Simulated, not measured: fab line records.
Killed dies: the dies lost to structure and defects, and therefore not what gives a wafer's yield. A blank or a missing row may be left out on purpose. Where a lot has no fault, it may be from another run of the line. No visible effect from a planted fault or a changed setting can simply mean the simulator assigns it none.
Split-lot study | flow n5Finfet | 21 wafers read across 7 lots, on a route 1938 steps long

== SPLIT DETAILS ==
At N5_BEOL_M6_TRENCH_ETCH_37 (etches SiCOH lowk in C4F6/O2, target depth 94.435 nm, time 31.5 s), the setting biasW was moved away from the recipe's 185 W on 9 of the 21 wafers read, by -15.7% to +15.5%. All remaining wafers had this setting at the recipe value.

Reading taken at the split's own step.

== THE READING ==
rfVppV, in V, at N5_BEOL_M6_TRENCH_ETCH_37 (etches SiCOH lowk in C4F6/O2, target depth 94.435 nm, time 31.5 s). Typical for fault-free wafers on this fab line: 674 V, with standard deviation 13 V.

wafer  | tool, chamber at the split | biasW as run, W | against the recipe | rfVppV, V | against lot-mates on the recipe
L076.3 | rieDiel-05, 3              | 185             | recipe             | 683       | -
L076.4 | rieDiel-05, 0              | 169.9           | -8.2%              | 611       | -72
L076.6 | rieDiel-05, 1              | 169.9           | -8.2%              | 647       | -36
L079.1 | rieDiel-01, 2              | 185             | recipe             | 680       | -
L079.4 | rieDiel-01, 2              | 185             | recipe             | 679       | -
L079.6 | rieDiel-01, 3              | 185             | recipe             | 660       | -
L086.1 | rieDiel-01, 2              | 160.2           | -13.4%             | 607       | -84
L086.2 | rieDiel-01, 0              | 185             | recipe             | 691       | -
L086.3 | rieDiel-01, 3              | 160.2           | -13.4%             | 588       | -103
L091.1 | rieDiel-02, 2              | 213.6           | +15.5%             | 734       | +56
L091.2 | rieDiel-02, 0              | 185             | recipe             | 687       | -
L091.4 | rieDiel-02, 1              | 185             | recipe             | 669       | -
L094.1 | rieDiel-01, 1              | 185             | recipe             | 684       | -
L094.2 | rieDiel-01, 0              | 169.4           | -8.4%              | 645       | -26
L094.6 | rieDiel-01, 3              | 185             | recipe             | 659       | -
L092.2 | rieDiel-02, 3              | 185             | recipe             | 663       | -
L092.4 | rieDiel-02, 2              | 155.9           | -15.7%             | 574       | -85
L092.6 | rieDiel-02, 2              | 185             | recipe             | 655       | -
L096.1 | rieDiel-02, 0              | 185             | recipe             | 687       | -
L096.2 | rieDiel-02, 2              | 213.1           | +15.2%             | 734       | +47
L096.6 | rieDiel-02, 3              | 213.1           | +15.2%             | 740       | +53

FIT RESULTS
A straight line over all 21 wafers: rfVppV changes by +4.88 V for each +1% of biasW; r = +0.95; the points scatter about the line by 14 V.
The same after taking each lot's own level away (the mean of its wafers on the recipe; 21 wafers): +4.75 V for each +1%; r = +0.94; scatter 15 V.
According to that fit, moving biasW by its largest amount changes the reading by 75 V.
The span of the lots' own levels, 659.0 to 691.0 V, comes to 2.5 times the standard deviation stated above.
The two slopes are in agreement: the lot-to-lot level therefore moves the slope only a little.
Check: with one of the wafers moved furthest among these (-15.7%) left out of the fit, the line predicts -81 V for it against its lot-mates. It came out at -85 V against them.
Tool readings at the split's step, against how far the setting was moved: rfVppV r = +0.95.

== OTHER SPLITS ON THESE WAFERS ==
Note: prior to the reading, these wafers also went through further splits. Each is held against what the fit with the lots' levels taken away leaves over:
other split on the same wafers | wafers away from the commonest value | r with rfVppV (lot level and that fit taken away)
N5_BEOL_M6_EXPOSE_25 doseMj    | 7                                    | -0.08

== THE FILE'S OWN FIT ==
rfVppV changes by +4.72 V for each +1% of biasW, r = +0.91.
